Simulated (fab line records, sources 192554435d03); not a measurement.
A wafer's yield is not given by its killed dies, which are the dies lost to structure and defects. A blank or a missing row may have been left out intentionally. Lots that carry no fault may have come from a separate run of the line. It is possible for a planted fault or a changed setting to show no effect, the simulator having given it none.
Which tool is to blame? ; flow n5_finfet ; Sampling: 23 lots, 69 wafers, 4 of 1938 route steps

WHAT THE GAUGES READ, wafer by wafer
N5_MOL_CONTACT_COAG_OVL_MEAS_41. Usual: VD_OVL typically reads 0.2 nm, with standard deviation 0.58.
lot;measured;on;VD_OVL (nm);flag
L074;day 5 02:19;overlay-01;0.0 -0.7 -0.4;
L075;day 5 13:46;overlay-01;0.7 0.2 0.2;
L076;day 5 15:16;overlay-01;0.2 0.0 1.1;
L077;day 5 21:31;overlay-02;0.2 0.6 0.4;
L078;day 6 07:09;overlay-02;-0.6 -0.4 -0.2;
L079;day 6 07:48;overlay-01;0.7 1.3 0.6;
L080;day 6 22:11;overlay-02;-0.3 -0.2 0.0;
L081;day 7 00:54;overlay-02;-0.1 -0.7 -0.7;
L082;day 7 05:17;overlay-01;0.5 -0.1 1.0;
L083;day 7 13:05;overlay-01;-0.6 -0.7 -0.5;
L084;day 7 23:43;overlay-02;0.1 0.0 1.1;
L085;day 8 02:22;overlay-02;0.3 0.3 0.0;
L086;day 8 09:19;overlay-01;-0.7 0.4 0.0;
L087;day 8 20:10;overlay-02;1.1 1.6 1.3;
L088;day 8 22:01;overlay-02;0.1 0.4 -0.8;
L089;day 9 01:17;overlay-02;-0.1 -0.2 0.3;
L090;day 9 13:32;overlay-02;0.2 0.0 -0.1;
L092;day 9 20:52;overlay-01;0.0 -0.4 0.6;
L093;day 10 03:07;overlay-02;0.8 0.0 0.3;
L094;day 10 05:55;overlay-02;1.1 0.4 0.4;
L095;day 10 12:53;overlay-02;1.1 1.4 1.4;
L096;day 10 23:27;overlay-01;0.0 0.1 0.3;
L097;day 11 04:43;overlay-01;0.1 0.7 0.0;

WHAT TOOL EACH LOT RAN ON (gives the tool, then ch and the chambers of the sampled wafers, and finally the start)
lot;N5_MOL_CONTACT_COAG_ETCH_110;N5_MOL_CONTACT_COAG_DESCUM_88;N5_MOL_CONTACT_COAG_STRIP_119
L074;rie_diel-06 ch 0,3, day 4 16:25;rie_diel-06 ch 1,2,3, day 5 00:46;plasma_asher-02 ch 0,1, day 5 01:35
L075;rie_diel-06 ch 0,1, day 4 23:18;rie_diel-06 ch 0,1,3, day 5 07:44;plasma_asher-02 ch 0,1, day 5 08:39
L076;rie_diel-06 ch 0,1,2, day 5 05:50;rie_diel-01 ch 0,3, day 5 14:07;plasma_asher-01 ch 0,1, day 5 14:46
L077;rie_diel-06 ch 1,2,3, day 5 10:56;rie_diel-01 ch 1,2, day 5 20:14;plasma_asher-02 ch 0,1, day 5 20:53
L078;rie_diel-06 ch 1,2, day 5 21:09;rie_diel-02 ch 0,1,3, day 6 05:56;plasma_asher-01 ch 0,1, day 6 06:38
L079;rie_diel-01 ch 0,3, day 5 22:17;rie_diel-01 ch 0,2, day 6 06:38;plasma_asher-02 ch 0,1, day 6 07:18
L080;rie_diel-02 ch 1,2, day 6 10:14;rie_diel-01 ch 0,1, day 6 20:53;plasma_asher-01 ch 0,1, day 6 21:34
L081;rie_diel-06 ch 0,1, day 6 12:48;rie_diel-01 ch 2,3, day 6 23:34;plasma_asher-01 ch 0,1, day 7 00:17
L082;rie_diel-02 ch 0,1,2, day 6 18:40;rie_diel-06 ch 1,2, day 7 04:08;plasma_asher-01 ch 0,1, day 7 04:47
L083;rie_diel-01 ch 2,3, day 7 02:03;rie_diel-02 ch 0,1, day 7 11:50;plasma_asher-01 ch 0,1, day 7 12:35
L084;rie_diel-06 ch 1,2,3, day 7 09:35;rie_diel-06 ch 1,2,3, day 7 21:26;plasma_asher-01 ch 0,1, day 7 23:03
L085;rie_diel-06 ch 2,3, day 7 11:53;rie_diel-02 ch 1,2,3, day 8 01:04;plasma_asher-01 ch 0,1, day 8 01:44
L086;rie_diel-06 ch 0,1, day 7 19:44;rie_diel-02 ch 0,1,3, day 8 08:10;plasma_asher-02 ch 0,1, day 8 08:49
L087;rie_diel-06 ch 0,1,2, day 8 05:42;rie_diel-06 ch 0,3, day 8 17:51;plasma_asher-01 ch 0,1, day 8 19:32
L088;rie_diel-06 ch 0,3, day 8 07:40;rie_diel-06 ch 0,2, day 8 20:29;plasma_asher-02 ch 0,1, day 8 21:31
L089;rie_diel-01 ch 0,3, day 8 13:02;rie_diel-01 ch 1,2, day 9 00:01;plasma_asher-02 ch 0,1, day 9 00:40
L090;rie_diel-02 ch 0,1,3, day 9 00:03;rie_diel-02 ch 0,2,3, day 9 12:03;plasma_asher-02 ch 0,1, day 9 13:02
L092;rie_diel-02 ch 1,2,3, day 9 10:51;rie_diel-02 ch 1,2,3, day 9 19:35;plasma_asher-02 ch 0,1, day 9 20:14
L093;rie_diel-02 ch 0,1, day 9 14:29;rie_diel-02 ch 0,3, day 10 01:25;plasma_asher-02 ch 0,1, day 10 02:38
L094;rie_diel-01 ch 0,1,2, day 9 19:16;rie_diel-01 ch 1,2, day 10 04:41;plasma_asher-02 ch 0, day 10 05:25
L095;rie_diel-01 ch 0,1,2, day 10 02:55;rie_diel-02 ch 0,3, day 10 11:37;plasma_asher-02 ch 0,1, day 10 12:16
L096;rie_diel-02 ch 0,2,3, day 10 08:48;rie_diel-02 ch 2,3, day 10 22:01;plasma_asher-01 ch 0,1, day 10 22:56
L097;rie_diel-01 ch 2,3, day 10 13:48;rie_diel-01 ch 0,1,2, day 11 03:32;plasma_asher-02 ch 0,1, day 11 04:13
- N5_MOL_CONTACT_COAG_ETCH_110: etches Si in CF4/O2, target depth 2.5 nm, time 8 s.
- N5_MOL_CONTACT_COAG_DESCUM_88: chemistry O2, time 7 s.
- N5_MOL_CONTACT_COAG_STRIP_119: strips in N2/H2, time 30 s.

AS READ BY THE TOOLS THEMSELVES (means over the sampled wafers that have a number; for cases with no such wafer, the mark the record gives instead)
N5_MOL_CONTACT_COAG_ETCH_110. Usual: drypump_motor_current_A 5.6 A, standard deviation 0.51; oes_product_au 0.81 a.u., standard deviation 0.11; rf_vpp_V 126.2 V, standard deviation 3; showerhead_plenum_p_Torr 2.20 Torr, standard deviation 0.07; throttle_valve_pct 10.69 %, standard deviation 0.27.
lot;tool;drypump_motor_current_A (A);oes_product_au (a.u.);rf_vpp_V (V);showerhead_plenum_p_Torr (Torr);throttle_valve_pct (%);flag
L074;rie_diel-06;5.4;0.70;121.8;2.14;10.99;
L075;rie_diel-06;5.3;0.75;124.2;2.15;10.85;
L076;rie_diel-06;5.3;0.81;126.8;2.20;10.75;
L077;rie_diel-06;5.2;0.80;128.7;2.23;10.69;
L078;rie_diel-06;5.3;0.87;128.0;2.25;10.68;
L079;rie_diel-01;6.1;0.72;126.0;2.22;11.07;
L080;rie_diel-02;5.4;0.68;127.0;2.12;11.08;
L081;rie_diel-06;5.1;0.77;126.8;2.20;10.71;
L082;rie_diel-02;5.5;0.69;126.3;2.12;10.98;
L083;rie_diel-01;5.8;0.88;126.8;2.20;10.67;
L084;rie_diel-06;5.2;0.87;127.6;2.23;10.53;
L085;rie_diel-06;5.4;0.92;125.4;2.21;10.42;
L086;rie_diel-06;5.3;0.94;125.0;2.32;10.43;
L087;rie_diel-06;5.3;0.88;126.4;2.28;10.59;
L088;rie_diel-06;5.4;0.96;123.6;2.25;10.29;
L089;rie_diel-01;6.0;0.87;126.0;2.21;10.64;
L090;rie_diel-02;5.8;0.69;125.0;2.12;10.90;
L092;rie_diel-02;5.8;0.76;127.3;2.20;10.75;
L093;rie_diel-02;5.5;0.68;126.1;2.12;11.02;
L094;rie_diel-01;5.9;0.89;125.9;2.20;10.50;
L095;rie_diel-01;5.9;0.88;126.1;2.20;10.53;
L096;rie_diel-02;5.9;0.77;125.2;2.20;10.75;
L097;rie_diel-01;5.8;0.91;126.8;2.19;10.51;

N5_MOL_CONTACT_COAG_DESCUM_88. Usual: drypump_motor_current_A 5.7 A, standard deviation 0.54; oes_product_au 0.79 a.u., standard deviation 0.11; rf_vpp_V 242.7 V, standard deviation 1.5; showerhead_plenum_p_Torr 2.07 Torr, standard deviation 0.08; throttle_valve_pct 20.38 %, standard deviation 0.24.
lot;tool;drypump_motor_current_A (A);oes_product_au (a.u.);rf_vpp_V (V);showerhead_plenum_p_Torr (Torr);throttle_valve_pct (%);flag
L074;rie_diel-06;5.2;0.81;243.3;2.11;20.38;
L075;rie_diel-06;5.2;0.74;242.2;2.06;20.41;
L076;rie_diel-01;6.0;0.77;243.4;2.09;20.44;
L077;rie_diel-01;6.2;0.70;241.3;2.06;20.68;
L078;rie_diel-02;5.8;0.70;242.0;1.98;20.31;
L079;rie_diel-01;5.7;0.76;243.8;2.08;20.30;
L080;rie_diel-01;6.5;0.72;243.0;2.06;20.65;
L081;rie_diel-01;5.8;0.88;242.5;2.07;20.48;
L082;rie_diel-06;5.1;0.83;243.4;2.12;20.33;
L083;rie_diel-02;5.5;0.71;240.8;1.99;20.48;
L084;rie_diel-06;5.2;0.88;242.7;2.10;20.30;
L085;rie_diel-02;5.7;0.78;242.8;2.06;20.27;
L086;rie_diel-02;5.9;0.69;241.7;1.98;20.34;
L087;rie_diel-06;5.4;0.96;243.9;2.18;20.22;
L088;rie_diel-06;5.5;0.90;243.9;2.16;20.56;
L089;rie_diel-01;5.6;0.97;242.1;2.06;20.10;
L090;rie_diel-02;5.8;0.78;242.0;2.06;20.29;
L092;rie_diel-02;5.8;0.75;242.7;2.05;20.29;
L093;rie_diel-02;6.2;0.68;241.1;1.97;20.22;
L094;rie_diel-01;5.6;0.95;242.9;2.06;20.11;
L095;rie_diel-02;6.2;0.69;241.3;1.97;20.23;
L096;rie_diel-02;6.2;0.75;242.7;2.05;20.17;
L097;rie_diel-01;5.9;0.87;243.6;2.06;20.24;

N5_MOL_CONTACT_COAG_STRIP_119. Usual: drypump_motor_current_A 5.9 A, standard deviation 0.56; heater_power_w 346 W, standard deviation 38.
lot;tool;drypump_motor_current_A (A);heater_power_w (W);flag
L074;plasma_asher-02;6.3;342;
L075;plasma_asher-02;6.4;342;
L076;plasma_asher-01;5.3;347;
L077;plasma_asher-02;6.0;357;
L078;plasma_asher-01;5.6;326;
L079;plasma_asher-02;6.3;340;
L080;plasma_asher-01;5.6;322;
L081;plasma_asher-01;5.6;325;
L082;plasma_asher-01;5.6;322;
L083;plasma_asher-01;5.6;323;
L084;plasma_asher-01;5.6;320;
L085;plasma_asher-01;5.3;357;
L086;plasma_asher-02;6.4;349;
L087;plasma_asher-01;5.6;321;
L088;plasma_asher-02;6.1;362;
L089;plasma_asher-02;6.3;341;
L090;plasma_asher-02;6.4;340;
L092;plasma_asher-02;6.3;343;
L093;plasma_asher-02;6.3;341;
L094;plasma_asher-02;5.8;387;
L095;plasma_asher-02;6.3;340;
L096;plasma_asher-01;5.3;356;
L097;plasma_asher-02;6.1;364;

THE ANSWER, worked out from the rows above alone
Rule: a lot is off if the mean of its wafers that have a number lies more than 3 standard deviations from the usual mean. Also off: a lot with no number at a reading for which 4 or more lots have one. Any other lot the step has rows for is counted as sound. The gauges are gone through in route order, then the tools' own readings, and for those a lot's mean is taken as printed above. The first step at which some lot is off is used, and at that step the reading that is off furthest; a lot without a number counts as furthest.
None of the lots is off at any reading shown; this tells nothing.

WHAT THE SIMULATOR HAD INSERTED
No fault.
